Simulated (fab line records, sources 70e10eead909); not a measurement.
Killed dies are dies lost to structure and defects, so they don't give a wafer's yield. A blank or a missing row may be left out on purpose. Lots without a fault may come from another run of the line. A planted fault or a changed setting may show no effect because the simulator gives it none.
One fault seen from 2 desks | flow nand_harc | each desk has only its own numbers; what lay behind them comes last

THE TOOL OWNER'S DESK: pecvd_onon-02
The tool's own readings at NHARC_A_ONON_D1_DEP_19 (target thk 1000 nm): means of the sampled wafers that have a number, for each lot that ran on this tool. A lot is out of limits, marked OUT, if its mean lies more than 4 standard deviations from the usual mean; the brackets give that distance.
Columns: A = n2_flow_sccm at NHARC_A_ONON_D1_DEP_19, usual 2750 sccm
lot  | first seen here | A
L678 | day 8 14:34     | 2746
L684 | day 9 22:31     | 2750
L686 | day 11 03:26    | 2746
L688 | day 11 03:51    | 2753
L690 | day 11 22:15    | 2746
L691 | day 12 02:03    | 2756
This desk's finding: nothing out of limits on any of the 6 lots.

THE METROLOGY DESK
What the gauges read, lot by lot, whatever tool the lot ran on: means of the sampled wafers that have a number. A lot is out of limits, marked OUT, if its mean lies more than 4 standard deviations from the usual mean; the brackets give that distance.
Columns: A = thk_nm at NHARC_A_ONON_D1_THK_MEAS_21, usual 1004 nm
lot  | first seen here | A
L674 | day 7 18:52     | 1011
L675 | day 8 15:04     | 1003
L678 | day 8 15:05     | 1011
L677 | day 8 21:02     | 1010
L679 | day 9 08:54     | 999
L681 | day 9 22:58     | 992
L684 | day 9 22:58     | 1020
L682 | day 9 23:19     | 1003
L686 | day 11 03:57    | 953 (-6.0) OUT
L685 | day 11 04:16    | 1015
L688 | day 11 04:19    | 959 (-5.3) OUT
L690 | day 11 22:46    | 968 (-4.2) OUT
L691 | day 12 02:23    | 960 (-5.2) OUT
L693 | day 12 14:24    | 1020
L692 | day 12 14:26    | 1002
L697 | day 13 19:23    | 1000
This desk's finding: out of limits on L686, L688, L690, L691; first on L686, day 11 03:57 (thk_nm at NHARC_A_ONON_D1_THK_MEAS_21). In limits: L674, L675, L678, L677, L679, L681, L684, L682, L685, L693, L692, L697.

PUT TOGETHER
The metrology desk could have raised an alarm at day 11 03:57, on L686, L688, L690, L691.
The tool owner's desk saw nothing out of limits.
The tool owner's desk has L686, L688, L690, L691 on record, within its limits.
Of the lots named, all ran NHARC_A_ONON_D1_DEP_19 on pecvd_onon-02.

WHAT THE SIMULATOR HAD PUT IN
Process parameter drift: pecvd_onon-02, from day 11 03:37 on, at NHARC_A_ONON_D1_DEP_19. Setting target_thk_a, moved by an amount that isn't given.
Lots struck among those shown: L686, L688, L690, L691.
Hours from the fault's start to each desk's first reading out of limits: the metrology desk, 0.
